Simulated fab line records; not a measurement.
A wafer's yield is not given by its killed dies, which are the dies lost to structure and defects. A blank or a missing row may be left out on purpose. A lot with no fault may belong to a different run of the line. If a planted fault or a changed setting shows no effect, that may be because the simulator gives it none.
fab line records	flow nand-harc	part 1 of 2: steps 1 to 21 of 32
[record] lots = 5	wafers = 15	last-day = 27
route steps=1302 shown P_M1@294 P_M2@318
lots that met no fault: from a run of the same line without faults
start-h: start of the lot's first displayed wafer, in hours after the record's first day	wait-h: hours elapsed since this lot's preceding step	" the same as in the row above	L1.1+2: a row that stands for several wafers	- either no value or no given start	* or withheld: withheld	< > ~ a bound
route shown NAME@n: a module of which the file shows steps, and the number in the route of the first	usual: mean/standard deviation of fault-free wafers	same: alike in all rows	chamber/n: place in a boat	sites: readings site by site	_std_site: how widely they spread, as a standard deviation	_edge_site: inner sites' mean taken away from outer sites' mean	radius-mm: how far each site lies from the wafer's centre	mask NAME#n: copy n	behind: the last tool/chamber to shape the wafer	hold: what put the lot on hold/how long, in hours/how the hold closed	device: the n, p or np transistor that did not switch	end of line: the same wafers' tests at the end of the route	where a step has no rows: the recipe by itself	killed: at the first sort, the dies lost to defects and structure; wafer yield is something else	map: dies across one wafer; x = killed, . = not, _ = none there
set.NAME: setting as actually run; set.NAME@STEP: the setting as run at that earlier step	model.NAME: the simulator's own value behind a step, which no gauge read
lots at selected steps of the route; one table per step, one row per wafer
services: the hour from which a tool's chamber was out of use, counted from the record's first day as start-h (under 0 if before that day), plus the number of hours and why
[[steps]]
[step NHARC_P_M1_DEVELOP_08]
[recipe] develop-time-s = 35	dev-temp-c = 23
[usual] developer-temp-C = 23.01/0.11	exhaust-pa = 45.0/0.94
lot.wafer	tool	chamber	start-h	wait-h	developer-temp-C	exhaust-pa
L075.1	litho-track-06	0	-	-	23.19	45.3
L075.3	"	0	"	"	23.02	46.0
L075.4	"	0	"	"	23.18	45.5
L078.2	litho-track-04	0	-	-	22.91	42.9
L078.3	"	0	"	"	22.83	44.2
L078.5	"	0	"	"	22.66	44.8
L079.2	litho-track-01	0	-	-	22.93	44.7
L079.4	"	0	"	"	22.87	43.3
L079.6	"	0	"	"	22.96	45.7
L081.2	litho-track-04	0	-	-	23.22	42.7
L081.4	"	0	"	"	23.15	44.6
L081.5	"	0	"	"	23.13	44.1
L083.1	litho-track-04	0	-	-	23.08	44.6
L083.3	"	0	"	"	22.92	43.0
L083.6	"	0	"	"	23.04	42.9
[step NHARC_P_M1_CD_MEAS_09]
[recipe] target-cd-nm = 130	landing-energy-ev = 500
[usual] cd-nm = 129.9/0.45
lot.wafer	tool	chamber	start-h	wait-h	cd-nm
L075.1	cd-sem-01	0	142.25	-	129.6
L075.3	"	0	"	"	129.0
L075.4	"	0	"	"	129.7
L078.2	cd-sem-02	0	166.43	-	130.0
L078.3	"	0	"	"	130.4
L078.5	"	0	"	"	129.8
L079.2	cd-sem-03	0	176.68	-	129.6
L079.4	"	0	"	"	129.8
L079.6	"	0	"	"	129.6
L081.2	cd-sem-03	0	199.98	-	129.8
L081.4	"	0	"	"	130.7
L081.5	"	0	"	"	130.0
L083.1	cd-sem-01	0	214.44	-	130.1
L083.3	"	0	"	"	129.2
L083.6	"	0	"	"	129.7
[step NHARC_P_M1_OVL_MEAS_10]
[recipe] pitch-nm = 260
[usual] overlay-x-nm = 0.1/0.85	overlay-y-nm = -0.2/0.89
lot.wafer	tool	chamber	start-h	wait-h	overlay-x-nm	overlay-y-nm
L075.1	overlay-02	-	142.34	-	0.9	-0.2
L075.3	"	-	"	"	0.5	-0.5
L075.4	"	-	"	"	1.4	-0.3
L078.2	overlay-01	-	166.51	-	-1.4	-1.5
L078.3	"	-	"	"	-1.4	-1.5
L078.5	"	-	"	"	-1.3	-1.4
L079.2	overlay-01	-	176.76	-	-1.5	-0.6
L079.4	"	-	"	"	-2.2	-0.8
L079.6	"	-	"	"	-1.6	-1.4
L081.2	overlay-01	-	200.07	-	0.5	-0.7
L081.4	"	-	"	"	0.3	-0.3
L081.5	"	-	"	"	0.5	-0.4
L083.1	overlay-02	-	214.53	-	0.0	-0.5
L083.3	"	-	"	"	0.6	-0.6
L083.6	"	-	"	"	0.2	-0.4
[step NHARC_P_M1_INSPECT_11]
[usual] raw-defect-count = 4.2/2.4
lot.wafer	tool	chamber	start-h	wait-h	raw-defect-count
L075.1	defect-inspect-01	-	142.38	0.0	3
L075.3	"	-	"	"	5
L075.4	"	-	"	"	2
L078.2	defect-inspect-01	-	166.55	0.0	1
L078.3	"	-	"	"	5
L078.5	"	-	"	"	8
L079.2	defect-inspect-02	-	176.80	0.0	2
L079.4	"	-	"	"	1
L079.6	"	-	"	"	6
L081.2	defect-inspect-01	-	200.11	0.0	4
L081.4	"	-	"	"	4
L081.5	"	-	"	"	6
L083.1	defect-inspect-01	-	214.57	0.0	4
L083.3	"	-	"	"	13
L083.6	"	-	"	"	8
[step NHARC_P_M1_DESCUM_14]
[recipe] time-s = 3	o2-flow-sccm = 200	ar-flow-sccm = 0	bias-power-w = 0	chemistry = O2
[usual] drypump-motor-current-A = 5.87/0.28	oes-product-au = 1.002/0.0074	rf-vpp-V = 57.7/0.82	showerhead-plenum-p-Torr = 1.92/0.063	throttle-valve-pct = 11.311/0.0088
[same] bias-power-w = 0
lot.wafer	tool	chamber	start-h	wait-h	drypump-motor-current-A	oes-product-au	rf-hours-counter-h	rf-vpp-V	showerhead-plenum-p-Torr	throttle-valve-pct
L075.4	rie-diel-04	0	142.44	0.1	5.26	1.001	46	57.8	1.86	11.297
L075.3	"	1	"	"	6.56	1.008	38	56.6	1.80	11.306
L075.1	"	2	"	"	6.22	0.992	42	57.5	2.00	11.316
L078.3	rie-diel-02	3	166.63	0.1	5.78	1.001	10	57.6	1.96	11.313
L078.2	"	0	"	"	5.53	0.999	10	57.9	1.93	11.303
L078.5	"	1	"	"	5.72	1.004	-	56.8	1.82	11.320
L079.2	rie-diel-02	2	176.86	0.1	5.95	1.007	11	59.0	1.93	11.308
L079.4	"	3	"	"	5.76	1.015	11	57.5	1.96	11.318
L079.6	"	3	"	"	5.78	1.027	-	57.4	1.96	11.296
L081.4	rie-diel-02	0	200.19	0.1	5.51	1.002	12	58.9	1.93	11.308
L081.2	"	1	"	"	5.72	0.999	12	59.3	1.82	11.320
L081.5	"	3	"	"	5.78	1.007	-	56.9	1.96	11.309
L083.3	rie-diel-01	3	214.64	0.1	6.23	0.999	0	56.4	1.91	11.311
L083.1	"	1	"	"	5.83	0.995	0	56.8	1.83	11.318
L083.6	"	2	"	"	6.27	1.000	-	58.1	2.01	11.302
[step NHARC_P_M1_ETCH_35]
[recipe] target-depth-a = 400	overetch-a = 120	time-s = 43.94	ion-energy-ev = 200	n2-flow-sccm = 150	h2-flow-sccm = 150	ar-flow-sccm = 0	rf-w = 400	bias-w = 150	chemistry = N2/H2
[usual] drypump-motor-current-A = 5.87/0.29	h2-flow-sccm = 150.0/0.44	oes-product-au = 1.003/0.0074	rf-vpp-V = 430.6/2.1	showerhead-plenum-p-Torr = 2.04/0.068	throttle-valve-pct = 14.172/0.0091
lot.wafer	tool	chamber	start-h	wait-h	drypump-motor-current-A	h2-flow-sccm	oes-product-au	rf-hours-counter-h	rf-vpp-V	showerhead-plenum-p-Torr	throttle-valve-pct
L075.4	rie-diel-04	0	142.53	0.1	5.28	150.0	0.990	46	428.1	1.98	14.169
L075.3	"	2	"	"	6.23	149.8	0.993	42	432.2	2.13	14.163
L075.1	"	3	"	"	5.99	149.4	0.996	42	436.0	2.20	14.169
L078.3	rie-diel-02	2	166.70	0.1	5.97	150.4	1.015	11	432.1	2.06	14.173
L078.2	"	0	"	"	5.52	150.1	1.012	10	431.9	2.06	14.170
L078.5	"	1	"	"	5.71	150.0	1.004	-	427.8	1.94	14.174
L079.4	rie-diel-02	3	176.96	0.1	5.78	150.6	1.014	11	431.6	2.09	14.161
L079.2	"	0	"	"	5.52	150.7	0.991	10	431.6	2.06	14.166
L079.6	"	2	"	"	5.98	149.9	1.004	-	429.8	2.06	14.166
L081.4	rie-diel-02	2	200.26	0.1	5.99	149.9	1.008	13	432.7	2.06	14.171
L081.2	"	0	"	"	5.50	150.1	0.997	12	430.5	2.06	14.169
L081.5	"	3	"	"	5.78	149.5	1.013	-	432.8	2.09	14.165
L083.1	rie-diel-01	0	214.72	0.1	5.76	149.5	1.006	0	432.3	2.06	14.173
L083.3	"	2	"	"	6.30	149.8	0.999	0	434.2	2.14	14.167
L083.6	"	0	"	"	5.74	149.9	0.999	-	430.3	2.06	14.166
[step NHARC_P_M1_ETCH_15]
[recipe] target-depth-a = 1825	time-s = 91.2	c4f8-flow-sccm = withheld	ar-flow-sccm = 400	rf-w = 600	bias-w = 300	chemistry = C4F8/Ar
[usual] oes-product-au = 0.952/0.02	rf-vpp-V = 440.9/2.3
lot.wafer	tool	chamber	start-h	wait-h	oes-product-au	rf-hours-counter-h	rf-vpp-V
L075.3	rie-diel-04	0	-	-	0.917	46	440.3
L075.1	"	1	"	"	0.975	38	437.2
L075.4	"	2	"	"	0.925	42	443.6
L078.3	rie-diel-02	3	-	-	0.993	10	442.5
L078.2	"	1	"	"	0.959	10	437.6
L078.5	"	3	"	"	0.977	-	443.7
L079.2	rie-diel-02	2	-	-	0.968	11	440.1
L079.4	"	3	"	"	0.979	11	441.7
L079.6	"	1	"	"	0.979	-	438.3
L081.2	rie-diel-02	2	-	-	0.953	13	443.2
L081.4	"	3	"	"	0.960	12	442.5
L081.5	"	2	"	"	0.960	-	441.4
L083.3	rie-diel-01	3	-	-	0.954	0	441.6
L083.1	"	0	"	"	0.977	0	442.6
L083.6	"	3	"	"	0.963	-	441.7
[step NHARC_P_M1_CD_MEAS_16]
[usual] cd-nm = 129.8/0.55
lot.wafer	tool	chamber	start-h	wait-h	cd-nm
L075.1	cd-sem-01	-	142.74	-	129.5
L075.3	"	-	"	"	129.2
L075.4	"	-	"	"	128.8
L078.2	cd-sem-02	-	166.92	-	130.0
L078.3	"	-	"	"	130.8
L078.5	"	-	"	"	129.4
L079.2	cd-sem-02	-	177.17	-	129.3
L079.4	"	-	"	"	129.7
L079.6	"	-	"	"	129.9
L081.2	cd-sem-02	-	200.48	-	130.0
L081.4	"	-	"	"	130.2
L081.5	"	-	"	"	129.8
L083.1	cd-sem-02	-	214.93	-	130.3
L083.3	"	-	"	"	129.2
L083.6	"	-	"	"	129.4
[step NHARC_P_M1_STRIP_18]
[recipe] power-w = 1000	n2-flow-sccm = 150	h2-flow-sccm = 150	ar-flow-sccm = 0	bias-w = 0	chemistry = N2/H2
[usual] drypump-motor-current-A = 6.0/0.35	h2-flow-sccm = 150.0/0.45	oes-product-au = 1.001/0.0068	rf-vpp-V = 90.7/0.95	showerhead-plenum-p-Torr = 2.05/0.082	throttle-valve-pct = 14.172/0.0095
lot.wafer	tool	chamber	start-h	wait-h	drypump-motor-current-A	h2-flow-sccm	oes-product-au	rf-hours-counter-h	rf-vpp-V	showerhead-plenum-p-Torr	throttle-valve-pct
L075.4	rie-diel-01	3	142.82	0.1	6.3	149.9	0.997	7	91.2	2.03	14.154
L075.1	"	1	"	"	5.8	149.7	0.999	7	88.5	1.95	14.163
L075.3	"	2	"	"	6.3	150.5	1.000	7	91.6	2.14	14.172
L078.2	rie-diel-01	2	166.99	0.1	6.3	150.0	1.012	8	91.9	2.14	14.181
L078.3	"	1	"	"	5.9	149.7	1.006	9	89.6	1.95	14.169
L078.5	"	3	"	"	6.3	150.5	0.996	-	90.8	2.03	14.159
L079.2	rie-diel-02	2	177.29	0.1	6.0	149.8	1.012	11	92.3	2.06	14.163
L079.4	"	3	"	"	5.8	149.7	1.018	11	91.7	2.09	14.161
L079.6	"	1	"	"	5.7	150.7	1.000	-	91.1	1.94	14.161
L081.4	rie-diel-01	0	200.57	0.1	5.7	149.9	1.012	12	91.1	2.06	14.182
L081.2	"	1	"	"	5.8	149.3	1.011	11	90.3	1.95	14.178
L081.5	"	0	"	"	5.8	150.1	1.003	-	90.1	2.06	14.193
L083.3	rie-diel-01	2	215.06	0.1	6.3	149.4	0.991	0	92.2	2.14	14.188
L083.1	"	3	"	"	6.3	149.9	1.002	0	89.8	2.03	14.185
L083.6	"	1	"	"	5.8	149.9	0.997	-	89.8	1.95	14.181
[step NHARC_P_M1_ETCH_28]
[recipe] target-depth-a = 300	over-etch-frac = 0.3	time-s = 72.99	ion-energy-ev = 150	cf4-flow-sccm = 50	n2-flow-sccm = 100	ar-flow-sccm = 150	rf-w = 300	bias-w = 100	chemistry = CF4/N2
[usual] drypump-motor-current-A = 6.0/0.36	oes-product-au = 1.001/0.0074	rf-vpp-V = 314.2/1.9	showerhead-plenum-p-Torr = 2.63/0.1	throttle-valve-pct = 19.794/0.0096
lot.wafer	tool	chamber	start-h	wait-h	drypump-motor-current-A	oes-product-au	rf-hours-counter-h	rf-vpp-V	showerhead-plenum-p-Torr	throttle-valve-pct
L075.1	rie-diel-01	0	-	-	5.7	1.008	8	313.9	2.65	19.804
L075.4	"	1	"	"	5.8	1.002	7	312.4	2.52	19.797
L075.3	"	2	"	"	6.3	0.998	7	315.4	2.75	19.792
L078.2	rie-diel-01	2	-	-	6.3	1.009	8	315.8	2.75	19.816
L078.3	"	3	"	"	6.3	0.997	9	314.5	2.62	19.793
L078.5	"	2	"	"	6.3	1.008	-	315.6	2.75	19.793
L079.2	rie-diel-02	1	-	-	5.7	1.008	11	312.1	2.50	19.783
L079.4	"	3	"	"	5.8	1.026	11	314.8	2.69	19.788
L079.6	"	1	"	"	5.7	1.012	-	311.1	2.50	19.786
L081.2	rie-diel-01	1	-	-	5.9	1.003	11	312.3	2.52	19.793
L081.4	"	3	"	"	6.3	1.003	10	314.7	2.62	19.805
L081.5	"	1	"	"	5.8	1.010	-	312.3	2.52	19.800
L083.3	rie-diel-01	2	-	-	6.3	1.002	0	316.3	2.75	19.798
L083.1	"	3	"	"	6.3	1.006	0	313.5	2.62	19.773
L083.6	"	1	"	"	5.8	0.997	-	313.7	2.52	19.782
[step NHARC_P_M1_STRIP_19]
[recipe] time-s = 600	temp-c = 30	chemistry = post-etch-residue-remover
lot.wafer	tool	chamber	start-h	wait-h
L075.1+3+4	wet-bench-08	5,6,7	143.20	-
L078.5+3+2	wet-bench-08	1,2,5	167.37	-
L079.2+6+4	wet-bench-10	3,5,0	177.61	-
L081.2+4+5	wet-bench-10	5,6,1	200.95	-
L083.3+6+1	wet-bench-10	2,4,5	215.38	-
[step NHARC_P_M1_DEGAS_29]
[recipe] temp-c = 250	time-s = 60
[usual] heater-power-w = 340/29	susceptor-temp-C = 249.98/0.17
lot.wafer	tool	chamber	start-h	wait-h	heater-power-w	susceptor-temp-C
L075.3	pvd-sputter-03	-	143.46	-	330	250.10
L075.1	"	-	"	"	366	249.89
L075.4	"	-	"	"	290	249.74
L078.2	pvd-sputter-01	-	167.63	-	313	249.95
L078.3	"	-	"	"	347	249.84
L078.5	"	-	"	"	318	250.08
L079.2	pvd-sputter-02	-	177.88	-	297	249.67
L079.4	"	-	"	"	368	249.99
L079.6	"	-	"	"	341	249.78
L081.2	pvd-sputter-02	-	201.22	-	356	250.01
L081.4	"	-	"	"	363	250.26
L081.5	"	-	"	"	366	249.74
L083.3	pvd-sputter-01	-	215.67	-	317	250.03
L083.1	"	-	"	"	355	249.94
L083.6	"	-	"	"	361	250.08
[step NHARC_P_M1_PRE_CLEAN_30]
[recipe] time-s = 30	temp-c = 280	gas = H2/He
[usual] heater-power-w = 416/36	susceptor-temp-C = 279.98/0.19
lot.wafer	tool	chamber	start-h	wait-h	heater-power-w	susceptor-temp-C
L075.4	pvd-sputter-03	-	-	-	439	279.76
L075.1	"	-	"	"	364	279.96
L075.3	"	-	"	"	424	280.08
L078.3	pvd-sputter-01	-	-	-	382	279.96
L078.2	"	-	"	"	397	279.94
L078.5	"	-	"	"	439	280.11
L079.2	pvd-sputter-02	-	-	-	373	280.17
L079.4	"	-	"	"	368	280.11
L079.6	"	-	"	"	431	280.00
L081.2	pvd-sputter-02	-	-	-	379	279.65
L081.4	"	-	"	"	446	279.85
L081.5	"	-	"	"	355	279.98
L083.3	pvd-sputter-01	-	-	-	381	279.93
L083.1	"	-	"	"	393	279.74
L083.6	"	-	"	"	388	279.73
[step NHARC_P_M1_PVD_20]
[recipe] target-thk-a = 50	bias-v = 168.6	power-w = 15000	chamber-pressure-pa = 0.12	time-s = 8.06	substrate-temp-c = 50	material = TaN
[usual] cathode-dc-power-W = 15000/2.6	chamber-pressure-pa = 0.12/0.00023	throttle-valve-pct = 30.3/1.5
lot.wafer	tool	chamber	start-h	wait-h	cathode-dc-power-W	chamber-pressure-pa	throttle-valve-pct
L075.4	pvd-sputter-03	-	-	-	15003	0.11988	31.0
L075.3	"	-	"	"	15003	0.12014	32.2
L075.1	"	-	"	"	15001	0.11979	30.8
L078.3	pvd-sputter-01	-	-	-	15001	0.11959	31.6
L078.2	"	-	"	"	14998	0.11984	27.5
L078.5	"	-	"	"	15003	0.12004	29.2
L079.2	pvd-sputter-02	-	-	-	15000	0.12023	30.3
L079.4	"	-	"	"	14999	0.12029	31.1
L079.6	"	-	"	"	14999	0.12009	30.2
L081.2	pvd-sputter-02	-	-	-	15001	0.11986	30.2
L081.4	"	-	"	"	14998	0.12019	30.2
L081.5	"	-	"	"	15001	0.12052	30.3
L083.1	pvd-sputter-01	-	-	-	14999	0.11991	29.1
L083.3	"	-	"	"	14999	0.1197	31.5
L083.6	"	-	"	"	14997	0.11971	29.5
[step NHARC_P_M1_PVD_21]
[recipe] target-thk-a = 300	chamber-pressure-pa = 5	power-w = 5000	substrate-temp-c = 30	time-s = 20.49	material = Cu
[usual] cathode-dc-power-W = 5000.0/0.99	chamber-pressure-pa = 4.999/0.0099	throttle-valve-pct = 30.3/1.6
lot.wafer	tool	chamber	start-h	wait-h	cathode-dc-power-W	chamber-pressure-pa	throttle-valve-pct
L075.3	pvd-sputter-03	-	-	-	5001.2	5.007	31.3
L075.1	"	-	"	"	5000.3	4.991	32.0
L075.4	"	-	"	"	4999.0	5.003	30.8
L078.3	pvd-sputter-01	-	-	-	4998.9	5.016	27.6
L078.2	"	-	"	"	5001.0	4.995	29.5
L078.5	"	-	"	"	4999.4	5.005	27.4
L079.2	pvd-sputter-02	-	-	-	4999.3	5.019	30.1
L079.4	"	-	"	"	4999.6	4.996	31.4
L079.6	"	-	"	"	4999.3	5.000	30.1
L081.2	pvd-sputter-02	-	-	-	4998.5	4.998	30.0
L081.4	"	-	"	"	4999.7	5.004	31.1
L081.5	"	-	"	"	4999.4	5.003	30.0
L083.1	pvd-sputter-01	-	-	-	4999.8	5.000	29.5
L083.3	"	-	"	"	5000.0	5.002	31.5
L083.6	"	-	"	"	4998.5	4.986	29.3
[step NHARC_P_M1_ECD_22]
[recipe] target-thk-a = 4000	bath-temp-c = 25	material = Cu
lot.wafer	tool	chamber	start-h	wait-h
L075.1+3+4	ecd-cu-01	0,0,1	143.82	-
L078.2+3+5	ecd-cu-02	1	167.99	-
L079.2+4+6	ecd-cu-02	0,1,0	178.24	-
L081.2+4+5	ecd-cu-01	1,0,1	201.58	-
L083.1+3+6	ecd-cu-01	1,0,0	216.02	-
[step NHARC_P_M1_ANNEAL_31]
[recipe] temp-c = 225	time-s = 90
[usual] wafer_temp_C_max = 225.62/0.24
lot.wafer	tool	chamber	start-h	wait-h	wafer_temp_C_max
L075.1	rtp-anneal-02	0	144.20	-	225.39
L075.3	"	0	"	"	225.53
L075.4	"	0	"	"	225.58
L078.2	rtp-anneal-01	0	168.42	-	225.69
L078.3	"	0	"	"	225.80
L078.5	"	0	"	"	225.82
L079.2	rtp-anneal-01	0	178.72	-	225.79
L079.4	"	0	"	"	225.88
L079.6	"	0	"	"	225.87
L081.2	rtp-anneal-01	0	202.00	-	225.68
L081.4	"	0	"	"	225.61
L081.5	"	0	"	"	225.64
L083.1	rtp-anneal-02	0	216.40	-	225.38
L083.3	"	0	"	"	225.41
L083.6	"	0	"	"	225.28
[step NHARC_P_M1_CMP_23]
[recipe] t-overpolish-s = 20	target-thk-nm = 157.82
[usual] motor-current-A = 12.0/1	time-to-endpoint-s = 28.0/2.3
lot.wafer	tool	chamber	start-h	wait-h	motor-current-A	time-to-endpoint-s
L075.4	cmp-04	2	144.54	-	11.9	24.3
L075.3	"	3	"	"	11.7	24.9
L075.1	"	0	"	"	11.6	25.1
L078.2	cmp-02	0	168.74	-	12.7	26.3
L078.3	"	1	"	"	12.1	28.5
L078.5	"	0	"	"	13.5	26.2
L079.4	cmp-01	2	179.30	-	11.5	22.6
L079.2	"	3	"	"	13.4	26.8
L079.6	"	2	"	"	11.0	22.2
L081.2	cmp-04	2	202.30	-	12.0	27.5
L081.4	"	3	"	"	11.8	25.9
L081.5	"	3	"	"	11.8	24.3
L083.1	cmp-02	3	216.74	-	10.4	24.1
L083.3	"	2	"	"	11.1	25.2
L083.6	"	0	"	"	13.2	26.7
[step NHARC_P_M1_THK_MEAS_24]
[recipe] thk-meas-gauge = xrf
[usual] thk-nm = 157.5/1.3
lot.wafer	tool	chamber	start-h	wait-h	thk-nm
L075.1	film-metro-01	-	144.85	-	159.0
L075.3	"	-	"	"	157.8
L075.4	"	-	"	"	158.6
L078.2	film-metro-02	-	169.02	-	157.8
L078.3	"	-	"	"	157.3
L078.5	"	-	"	"	156.5
L079.2	film-metro-01	-	179.59	-	158.0
L079.4	"	-	"	"	155.4
L079.6	"	-	"	"	156.6
L081.2	film-metro-01	-	202.61	-	157.6
L081.4	"	-	"	"	156.5
L081.5	"	-	"	"	156.7
L083.1	film-metro-02	-	217.06	-	157.8
L083.3	"	-	"	"	159.3
L083.6	"	-	"	"	157.4
[step NHARC_P_M1_SRD_25]
lot.wafer	tool	chamber	start-h	wait-h
L075.3+4+1	wet-bench-08	3,5,7	144.90	0.0
L078.3+5+2	wet-bench-10	7,1,3	169.06	0.0
L079.4+2+6	wet-bench-08	7,3,4	179.63	0.0
L081.4+2+5	wet-bench-10	0,1,5	202.65	0.0
L083.3+1+6	wet-bench-08	7,1,3	217.10	0.0
[step NHARC_P_M1_INSPECT_27]
[usual] raw-defect-count = 324/140
lot.wafer	tool	chamber	start-h	wait-h	raw-defect-count
L075.1	defect-inspect-01	-	145.01	0.0	200
L075.3	"	-	"	"	252
L075.4	"	-	"	"	288
L078.2	defect-inspect-01	-	169.18	0.0	395
L078.3	"	-	"	"	438
L078.5	"	-	"	"	482
L079.2	defect-inspect-01	-	179.75	0.0	295
L079.4	"	-	"	"	323
L079.6	"	-	"	"	179
L081.2	defect-inspect-02	-	202.78	0.0	247
L081.4	"	-	"	"	557
L081.5	"	-	"	"	456
L083.1	defect-inspect-02	-	217.21	0.0	167
L083.3	"	-	"	"	261
L083.6	"	-	"	"	372
